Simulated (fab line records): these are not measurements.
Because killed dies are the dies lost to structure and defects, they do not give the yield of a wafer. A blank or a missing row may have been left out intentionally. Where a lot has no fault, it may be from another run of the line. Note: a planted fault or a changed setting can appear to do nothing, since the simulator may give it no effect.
fab line records / flow n5-finfet / part 2 of 2: steps 40 to 40 of 40
record: lots: 5 wafers: 15 last-day: 22
route steps=1938 shown HKMG_FIN@461 GATE_CUT@465 BEOL_M4@1111 PASSIVATION@1936
lots that met no fault: from a run of the same line without faults
start-h: hours from the record's first day to the start of the lot's first wafer shown / wait-h: hours elapsed since this lot's preceding step / " identical to the entry in the row above / L1.1+2: one row covering several wafers at once / - no value, or no start given / * or withheld: withheld / < > ~ a bound
route shown NAME@n: a module of which the file shows steps, and the number in the route of the first / usual: average and standard deviation across the fault-free wafers / same: alike in all rows / chamber/n: place in a boat / sites: readings site by site / _std_site: their standard deviation / _edge_site: outer sites' mean less inner sites' / radius-mm: for every site, how far away it sits from the centre of the wafer / mask NAME#n: copy n / behind: the most recent tool/chamber to have shaped the wafer / hold: cause of the lot's hold/its duration in hours/its outcome / device: whichever transistor did not switch (one of n, p or np) / end of line: the same wafers' tests at the end of the route / where a step has no rows: the recipe by itself / killed: at the first sort, the dies lost to defects and structure; wafer yield is something else / map: dies across one wafer; x = killed, . = not, _ = none there
set.NAME: the setting that was run; set.NAME@STEP: the one run at that earlier step / model.NAME: the simulator's own value behind a step, which no gauge read
a table for each step, a row for each wafer; lots at some steps of the route
services: a tool's chamber out of use, with start hour (start-h, from the record's first day; less than 0 if before it), hours out, and reason
== steps ==
step: N5_PASSIVATION_PROBE_49
usual: defect-limited-yield: 91.4/1.2 killed_at_M0_to_M3: 34/10 killed_at_M4_up: 14/5.1 killed-at-contacts: 12/6.4 killed-at-front-end: 38/9.3 killed-at-other: 4/3 killed-dies: 102/15 killed-on-rim: 13/3.6 killed-open: 67/12 killed-short: 33/6.9 sort_bin_5_function: 5.0/0.86 sort_bin_6_memory: 3.2/0.58 sort-n-pass: 1078/15 sort-yield-pct: 91.4/1.2
same: gross-dies: 1180 killed-at-back-side: 0 sort_bin_4_leakage[%]: 0 sort_bin_8_speed[%]: 0
lot.wafer=L583.1 tool=prober-02 chamber=- start-h=484.14 wait-h=0.0 defect-limited-yield[%]=90.2 killed_at_M0_to_M3=46 killed_at_M4_up=14 killed-at-contacts=4 killed-at-front-end=50 killed-at-other=2 killed-dies=116 killed-on-rim=13 killed-open=77 killed-short=39 sort_bin_5_function[%]=5.8 sort_bin_6_memory[%]=4.0 sort-n-pass=1064 sort-yield-pct[%]=90.2
lot.wafer=L583.2 tool=prober-02 chamber=- start-h=484.19 wait-h=0.1 defect-limited-yield[%]=91.4 killed_at_M0_to_M3=44 killed_at_M4_up=15 killed-at-contacts=7 killed-at-front-end=36 killed-at-other=0 killed-dies=102 killed-on-rim=5 killed-open=71 killed-short=25 sort_bin_5_function[%]=4.7 sort_bin_6_memory[%]=3.4 sort-n-pass=1078 sort-yield-pct[%]=91.4
lot.wafer=L583.6 tool=prober-02 chamber=- start-h=484.39 wait-h=0.3 defect-limited-yield[%]=91.5 killed_at_M0_to_M3=38 killed_at_M4_up=11 killed-at-contacts=14 killed-at-front-end=35 killed-at-other=2 killed-dies=100 killed-on-rim=18 killed-open=65 killed-short=33 sort_bin_5_function[%]=4.8 sort_bin_6_memory[%]=3.1 sort-n-pass=1080 sort-yield-pct[%]=91.5
lot.wafer=L578.3 tool=prober-01 chamber=- start-h=498.58 wait-h=0.1 defect-limited-yield[%]=0 killed_at_M0_to_M3=5 killed_at_M4_up=7 killed-at-contacts=0 killed-at-front-end=1167 killed-at-other=1 killed-dies=1180 killed-on-rim=152 killed-open=13 killed-short=4 sort_bin_5_function[%]=72.5 sort_bin_6_memory[%]=2.4 sort-n-pass=0 sort-yield-pct[%]=0
lot.wafer=L578.4 tool=prober-01 chamber=- start-h=498.63 wait-h=0.2 defect-limited-yield[%]=0 killed_at_M0_to_M3=8 killed_at_M4_up=2 killed-at-contacts=2 killed-at-front-end=1168 killed-at-other=0 killed-dies=1180 killed-on-rim=152 killed-open=19 killed-short=7 sort_bin_5_function[%]=75.5 sort_bin_6_memory[%]=2.4 sort-n-pass=0 sort-yield-pct[%]=0
lot.wafer=L578.6 tool=prober-01 chamber=- start-h=498.73 wait-h=0.3 defect-limited-yield[%]=0 killed_at_M0_to_M3=4 killed_at_M4_up=8 killed-at-contacts=0 killed-at-front-end=1168 killed-at-other=0 killed-dies=1180 killed-on-rim=152 killed-open=13 killed-short=9 sort_bin_5_function[%]=72.5 sort_bin_6_memory[%]=2.9 sort-n-pass=0 sort-yield-pct[%]=0
lot.wafer=L580.2 tool=prober-01 chamber=- start-h=509.00 wait-h=0.1 defect-limited-yield[%]=0 killed_at_M0_to_M3=9 killed_at_M4_up=1 killed-at-contacts=3 killed-at-front-end=1167 killed-at-other=0 killed-dies=1180 killed-on-rim=152 killed-open=16 killed-short=7 sort_bin_5_function[%]=72.1 sort_bin_6_memory[%]=3.1 sort-n-pass=0 sort-yield-pct[%]=0
lot.wafer=L580.3 tool=prober-01 chamber=- start-h=509.05 wait-h=0.1 defect-limited-yield[%]=0 killed_at_M0_to_M3=6 killed_at_M4_up=3 killed-at-contacts=2 killed-at-front-end=1168 killed-at-other=1 killed-dies=1180 killed-on-rim=152 killed-open=8 killed-short=9 sort_bin_5_function[%]=71.8 sort_bin_6_memory[%]=3.0 sort-n-pass=0 sort-yield-pct[%]=0
lot.wafer=L580.4 tool=prober-01 chamber=- start-h=509.10 wait-h=0.2 defect-limited-yield[%]=0 killed_at_M0_to_M3=8 killed_at_M4_up=0 killed-at-contacts=2 killed-at-front-end=1170 killed-at-other=0 killed-dies=1180 killed-on-rim=152 killed-open=13 killed-short=5 sort_bin_5_function[%]=74.7 sort_bin_6_memory[%]=3.6 sort-n-pass=0 sort-yield-pct[%]=0
lot.wafer=L582.1 tool=prober-01 chamber=- start-h=511.85 wait-h=0.0 defect-limited-yield[%]=91.8 killed_at_M0_to_M3=33 killed_at_M4_up=10 killed-at-contacts=8 killed-at-front-end=45 killed-at-other=1 killed-dies=97 killed-on-rim=14 killed-open=66 killed-short=29 sort_bin_5_function[%]=4.7 sort_bin_6_memory[%]=3.3 sort-n-pass=1083 sort-yield-pct[%]=91.8
lot.wafer=L582.2 tool=prober-01 chamber=- start-h=511.90 wait-h=0.1 defect-limited-yield[%]=90.9 killed_at_M0_to_M3=53 killed_at_M4_up=15 killed-at-contacts=3 killed-at-front-end=35 killed-at-other=1 killed-dies=107 killed-on-rim=14 killed-open=59 killed-short=46 sort_bin_5_function[%]=5.7 sort_bin_6_memory[%]=3.0 sort-n-pass=1073 sort-yield-pct[%]=90.9
lot.wafer=L582.5 tool=prober-01 chamber=- start-h=512.05 wait-h=0.2 defect-limited-yield[%]=90.3 killed_at_M0_to_M3=57 killed_at_M4_up=13 killed-at-contacts=7 killed-at-front-end=37 killed-at-other=0 killed-dies=114 killed-on-rim=11 killed-open=75 killed-short=39 sort_bin_5_function[%]=5.5 sort_bin_6_memory[%]=3.9 sort-n-pass=1066 sort-yield-pct[%]=90.3
lot.wafer=L579.2 tool=prober-01 chamber=- start-h=522.31 wait-h=0.1 defect-limited-yield[%]=0 killed_at_M0_to_M3=2 killed_at_M4_up=4 killed-at-contacts=2 killed-at-front-end=1172 killed-at-other=0 killed-dies=1180 killed-on-rim=152 killed-open=10 killed-short=4 sort_bin_5_function[%]=73.0 sort_bin_6_memory[%]=3.6 sort-n-pass=0 sort-yield-pct[%]=0
lot.wafer=L579.3 tool=prober-01 chamber=- start-h=522.36 wait-h=0.1 defect-limited-yield[%]=0 killed_at_M0_to_M3=10 killed_at_M4_up=2 killed-at-contacts=1 killed-at-front-end=1167 killed-at-other=0 killed-dies=1180 killed-on-rim=152 killed-open=9 killed-short=7 sort_bin_5_function[%]=72.7 sort_bin_6_memory[%]=3.1 sort-n-pass=0 sort-yield-pct[%]=0
lot.wafer=L579.6 tool=prober-01 chamber=- start-h=522.51 wait-h=0.3 defect-limited-yield[%]=0 killed_at_M0_to_M3=14 killed_at_M4_up=3 killed-at-contacts=2 killed-at-front-end=1161 killed-at-other=0 killed-dies=1180 killed-on-rim=152 killed-open=13 killed-short=10 sort_bin_5_function[%]=72.3 sort_bin_6_memory[%]=3.5 sort-n-pass=0 sort-yield-pct[%]=0
killed by level:class
L583.1 STI_FIN_REVEAL:geometric-particle:open=14 BEOL_M2:geometric-particle:open=12 BEOL_M4:geometric-particle:open=7 BEOL_M1:geometric-particle:open=6 BEOL_M3:geometric-particle:open=6 FIN_SAQP:geometric-particle:open=5 FIN_SAQP:geometric-particle:short=5 DUMMY_GATE:geometric-particle:open=5
L583.2 BEOL_M0_SAQP:geometric-particle:short=15 BEOL_M0_SAQP:geometric-particle:open=13 BEOL_M4:geometric-particle:open=9 BEOL_M1:geometric-particle:open=9 STI_FIN_REVEAL:geometric-particle:open=7 MOL_CONTACT_COAG:geometric-particle:open=7 FIN_SAQP:geometric-particle:open=6 DUMMY_GATE:geometric-particle:open=5
L583.6 STI_FIN_REVEAL:geometric-particle:open=10 MOL_CONTACT_COAG:geometric-particle:open=8 BEOL_M1:geometric-particle:open=8 BEOL_M1:geometric-particle:short=7 MOL_CONTACT_COAG:geometric-particle:short=6 DUMMY_GATE:geometric-particle:open=5 BEOL_M2:geometric-particle:open=5 BEOL_M3:geometric-particle:open=5
L578.3 GATE_CUT:lost-pattern=1153 GATE_CUT:area-cap=8 BEOL_M4:geometric-particle:open=3 STI_FIN_REVEAL:geometric-particle:open=2 BEOL_M0_SAQP:geometric-particle:open=2 STI_FIN_REVEAL:geometric-particle:short=1 BEOL_M0_SAQP:geometric-particle:short=1 DUMMY_GATE:geometric-particle:open=1
L578.4 GATE_CUT:lost-pattern=1145 STI_FIN_REVEAL:geometric-particle:open=7 GATE_CUT:area-cap=7 BEOL_M3:geometric-particle:open=3 STI_FIN_REVEAL:geometric-particle:short=2 BEOL_M0_SAQP:geometric-particle:open=2 BEOL_M4:geometric-particle:open=2 GATE_CUT:area-etch=2
L578.6 GATE_CUT:lost-pattern=1150 STI_FIN_REVEAL:geometric-particle:short=3 BEOL_M4:geometric-particle:open=3 GATE_CUT:area-etch=3 GATE_CUT:area-cap=3 GATE_CUT:geometric-particle:short=2 BEOL_M0_SAQP:geometric-particle:short=2 FIN_SAQP:geometric-particle:open=1
L580.2 GATE_CUT:lost-pattern=1147 GATE_CUT:area-cap=7 STI_FIN_REVEAL:geometric-particle:open=4 BEOL_M2:geometric-particle:open=3 GATE_CUT:area-etch=3 DUMMY_GATE:geometric-particle:open=2 ILD0:geometric-particle:short=2 MOL_CONTACT_COAG:geometric-particle:open=2
L580.3 GATE_CUT:lost-pattern=1154 GATE_CUT:area-cap=7 FIN_SAQP:geometric-particle:short=2 BEOL_M1:geometric-particle:open=2 BEOL_M2:geometric-particle:open=2 BEOL_M4:geometric-particle:open=2 STI_FIN_REVEAL:geometric-particle:short=1 ILD0:geometric-particle:short=1
L580.4 GATE_CUT:lost-pattern=1151 GATE_CUT:area-cap=10 STI_FIN_REVEAL:geometric-particle:open=3 BEOL_M2:geometric-particle:open=3 BEOL_M0_SAQP:geometric-particle:open=3 FIN_SAQP:geometric-particle:open=1 FIN_SAQP:geometric-particle:short=1 SPACER0:geometric-particle:short=1
L582.1 STI_FIN_REVEAL:geometric-particle:open=19 BEOL_M0_SAQP:geometric-particle:short=10 BEOL_M0_SAQP:geometric-particle:open=7 MOL_CONTACT_COAG:geometric-particle:open=7 STI_FIN_REVEAL:geometric-particle:short=6 BEOL_M2:geometric-particle:open=6 FIN_SAQP:geometric-particle:open=5 BEOL_M4:geometric-particle:open=5
L582.2 BEOL_M0_SAQP:geometric-particle:short=16 BEOL_M0_SAQP:geometric-particle:open=15 STI_FIN_REVEAL:geometric-particle:open=11 BEOL_M2:geometric-particle:open=6 BEOL_M4:geometric-particle:open=6 FIN_SAQP:geometric-particle:short=5 GATE_CUT:geometric-particle:short=5 FIN_SAQP:geometric-particle:open=4
L582.5 BEOL_M0_SAQP:geometric-particle:short=18 STI_FIN_REVEAL:geometric-particle:open=15 BEOL_M0_SAQP:geometric-particle:open=11 BEOL_M1:geometric-particle:open=7 BEOL_M3:geometric-particle:open=7 BEOL_M2:geometric-particle:open=6 GATE_CUT:geometric-particle:open=5 GATE_CUT:geometric-particle:short=5
L579.2 GATE_CUT:lost-pattern=1156 GATE_CUT:area-cap=9 GATE_CUT:geometric-particle:short=2 MOL_CONTACT_COAG:geometric-particle:open=2 BEOL_M4:geometric-particle:open=2 STARTING-WAFER:geometric-particle:open=2 STI_FIN_REVEAL:geometric-particle:short=1 STI_FIN_REVEAL:geometric-particle:open=1
L579.3 GATE_CUT:lost-pattern=1158 BEOL_M2:geometric-particle:open=4 BEOL_M0_SAQP:geometric-particle:short=3 GATE_CUT:area-cap=3 GATE_CUT:area-etch=3 BEOL_M0:geometric-particle:short=2 FIN_SAQP:geometric-particle:short=1 GATE_CUT:geometric-particle:short=1
L579.6 GATE_CUT:lost-pattern=1153 BEOL_M0_SAQP:geometric-particle:short=4 GATE_CUT:area-cap=4 BEOL_M2:geometric-particle:open=3 STI_FIN_REVEAL:geometric-particle:short=2 STI_FIN_REVEAL:geometric-particle:open=2 BEOL_M0:geometric-particle:open=2 BEOL_M2:geometric-particle:short=2
map L578.3 (x killed, . not)
_________________xxxxxxxxxxxx________________
______________xxxxxxxxxxxxxxxxxx_____________
___________xxxxxxxxxxxxxxxxxxxxxxxx__________
__________xxxxxxxxxxxxxxxxxxxxxxxxxx_________
________xxxxxxxxxxxxxxxxxxxxxxxxxxxxxx_______
_______xxxxxxxxxxxxxxxxxxxxxxxxxxxxxxxx______
______xxxxxxxxxxxxxxxxxxxxxxxxxxxxxxxxxx_____
_____xxxxxxxxxxxxxxxxxxxxxxxxxxxxxxxxxxxx____
____xxxxxxxxxxxxxxxxxxxxxxxxxxxxxxxxxxxxxx___
___xxxxxxxxxxxxxxxxxxxxxxxxxxxxxxxxxxxxxxxx__
___xxxxxxxxxxxxxxxxxxxxxxxxxxxxxxxxxxxxxxxx__
__xxxxxxxxxxxxxxxxxxxxxxxxxxxxxxxxxxxxxxxxxx_
__xxxxxxxxxxxxxxxxxxxxxxxxxxxxxxxxxxxxxxxxxx_
_xxxxxxxxxxxxxxxxxxxxxxxxxxxxxxxxxxxxxxxxxxxx
_xxxxxxxxxxxxxxxxxxxxxxxxxxxxxxxxxxxxxxxxxxxx
_xxxxxxxxxxxxxxxxxxxxxxxxxxxxxxxxxxxxxxxxxxxx
_xxxxxxxxxxxxxxxxxxxxxxxxxxxxxxxxxxxxxxxxxxxx
_xxxxxxxxxxxxxxxxxxxxxxxxxxxxxxxxxxxxxxxxxxxx
_xxxxxxxxxxxxxxxxxxxxxxxxxxxxxxxxxxxxxxxxxxxx
_xxxxxxxxxxxxxxxxxxxxxxxxxxxxxxxxxxxxxxxxxxxx
_xxxxxxxxxxxxxxxxxxxxxxxxxxxxxxxxxxxxxxxxxxxx
__xxxxxxxxxxxxxxxxxxxxxxxxxxxxxxxxxxxxxxxxxx_
__xxxxxxxxxxxxxxxxxxxxxxxxxxxxxxxxxxxxxxxxxx_
___xxxxxxxxxxxxxxxxxxxxxxxxxxxxxxxxxxxxxxxx__
___xxxxxxxxxxxxxxxxxxxxxxxxxxxxxxxxxxxxxxxx__
____xxxxxxxxxxxxxxxxxxxxxxxxxxxxxxxxxxxxxx___
_____xxxxxxxxxxxxxxxxxxxxxxxxxxxxxxxxxxxx____
______xxxxxxxxxxxxxxxxxxxxxxxxxxxxxxxxxx_____
_______xxxxxxxxxxxxxxxxxxxxxxxxxxxxxxxx______
________xxxxxxxxxxxxxxxxxxxxxxxxxxxxxx_______
__________xxxxxxxxxxxxxxxxxxxxxxxxxx_________
___________xxxxxxxxxxxxxxxxxxxxxxxx__________
______________xxxxxxxxxxxxxxxxxx_____________
_________________xxxxxxxxxxxx________________
map L579.2 (x killed, . not)
_________________xxxxxxxxxxxx________________
______________xxxxxxxxxxxxxxxxxx_____________
___________xxxxxxxxxxxxxxxxxxxxxxxx__________
__________xxxxxxxxxxxxxxxxxxxxxxxxxx_________
________xxxxxxxxxxxxxxxxxxxxxxxxxxxxxx_______
_______xxxxxxxxxxxxxxxxxxxxxxxxxxxxxxxx______
______xxxxxxxxxxxxxxxxxxxxxxxxxxxxxxxxxx_____
_____xxxxxxxxxxxxxxxxxxxxxxxxxxxxxxxxxxxx____
____xxxxxxxxxxxxxxxxxxxxxxxxxxxxxxxxxxxxxx___
___xxxxxxxxxxxxxxxxxxxxxxxxxxxxxxxxxxxxxxxx__
___xxxxxxxxxxxxxxxxxxxxxxxxxxxxxxxxxxxxxxxx__
__xxxxxxxxxxxxxxxxxxxxxxxxxxxxxxxxxxxxxxxxxx_
__xxxxxxxxxxxxxxxxxxxxxxxxxxxxxxxxxxxxxxxxxx_
_xxxxxxxxxxxxxxxxxxxxxxxxxxxxxxxxxxxxxxxxxxxx
_xxxxxxxxxxxxxxxxxxxxxxxxxxxxxxxxxxxxxxxxxxxx
_xxxxxxxxxxxxxxxxxxxxxxxxxxxxxxxxxxxxxxxxxxxx
_xxxxxxxxxxxxxxxxxxxxxxxxxxxxxxxxxxxxxxxxxxxx
_xxxxxxxxxxxxxxxxxxxxxxxxxxxxxxxxxxxxxxxxxxxx
_xxxxxxxxxxxxxxxxxxxxxxxxxxxxxxxxxxxxxxxxxxxx
_xxxxxxxxxxxxxxxxxxxxxxxxxxxxxxxxxxxxxxxxxxxx
_xxxxxxxxxxxxxxxxxxxxxxxxxxxxxxxxxxxxxxxxxxxx
__xxxxxxxxxxxxxxxxxxxxxxxxxxxxxxxxxxxxxxxxxx_
__xxxxxxxxxxxxxxxxxxxxxxxxxxxxxxxxxxxxxxxxxx_
___xxxxxxxxxxxxxxxxxxxxxxxxxxxxxxxxxxxxxxxx__
___xxxxxxxxxxxxxxxxxxxxxxxxxxxxxxxxxxxxxxxx__
____xxxxxxxxxxxxxxxxxxxxxxxxxxxxxxxxxxxxxx___
_____xxxxxxxxxxxxxxxxxxxxxxxxxxxxxxxxxxxx____
______xxxxxxxxxxxxxxxxxxxxxxxxxxxxxxxxxx_____
_______xxxxxxxxxxxxxxxxxxxxxxxxxxxxxxxx______
________xxxxxxxxxxxxxxxxxxxxxxxxxxxxxx_______
__________xxxxxxxxxxxxxxxxxxxxxxxxxx_________
___________xxxxxxxxxxxxxxxxxxxxxxxx__________
______________xxxxxxxxxxxxxxxxxx_____________
_________________xxxxxxxxxxxx________________
== services ==
tool=ald-sin-04 chamber=1 start-h=168.36 hours=12.8 kind=repair
tool=rie-metal-02 chamber=- start-h=181.79 hours=0.6 kind=repair
tool=rie-diel-01 chamber=0 start-h=189.86 hours=5.1 kind=repair
tool=rie-diel-01 chamber=2 start-h=208.89 hours=1.8 kind=repair
tool=rie-metal-02 chamber=1 start-h=211.89 hours=- kind=clean
tool=rie-metal-02 chamber=1 start-h=211.89 hours=15.6 kind=scheduled-down
tool=rie-metal-02 chamber=1 start-h=211.89 hours=15.6 kind=vent-cycle
tool=rie-metal-02 chamber=0 start-h=219.53 hours=1.3 kind=repair
tool=ald-sin-04 chamber=- start-h=220.95 hours=0.9 kind=repair
tool=rie-diel-01 chamber=- start-h=225.35 hours=2.8 kind=pm
tool=rie-diel-01 chamber=1 start-h=228.66 hours=- kind=clean
tool=rie-diel-01 chamber=1 start-h=228.66 hours=- kind=consumable-replace:focus-ring
tool=rie-diel-01 chamber=1 start-h=228.66 hours=- kind=consumable-replace:showerhead
tool=rie-diel-01 chamber=1 start-h=228.66 hours=18.6 kind=scheduled-down
tool=rie-diel-01 chamber=1 start-h=228.66 hours=18.6 kind=vent-cycle
tool=rie-metal-01 chamber=- start-h=228.73 hours=0.3 kind=repair
== key ==
first-sign: step: N5_GATE_CUT_SAC_CAP_01 reading: tool-record direction: missing
effect: step: N5_GATE_CUT_ETCH_19 reading: etch-rf-on-time-s direction: down sigmas: 79 usual: * struck: *
effect: step: N5_PASSIVATION_PROBE_49 reading: killed-at-front-end direction: up sigmas: 99+ usual: 38 struck: 1168
model-effect: step: N5_GATE_CUT_ETCH_19 value: SiO2_of_GATE_CUT_HM_DEP_46.thk-nm without: 126.4 struck: 130.5
model-effect: step: N5_GATE_CUT_ETCH_47 value: GATE_CUT.cd-nm without: 19.76 struck: 19.09
model-effect: step: N5_GATE_CUT_CMP_23 value: SiO2_of_GATE_CUT_HM_DEP_46.thk-nm without: 105.3 struck: 109.4
met-at N5_GATE_CUT_SAC_CAP_01
struck-wafers L578.3,L578.4,L578.6,L579.2,L579.3,L579.6,L580.2,L580.3,L580.4
later-rows-left-out L578.3,L578.4,L578.6,L579.2,L579.3,L579.6,L580.2,L580.3,L580.4
fault: kind: skipped-step-whole tool: ald-sin-03,ald-sin-04 chamber: - onset-h: 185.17 steps: N5_GATE_CUT_SAC_CAP_01 scope: struck-lots-only
later-rows-left-out: the simulator's readings of these wafers behind a module that went badly wrong aren't trusted and aren't shown, but for the sort
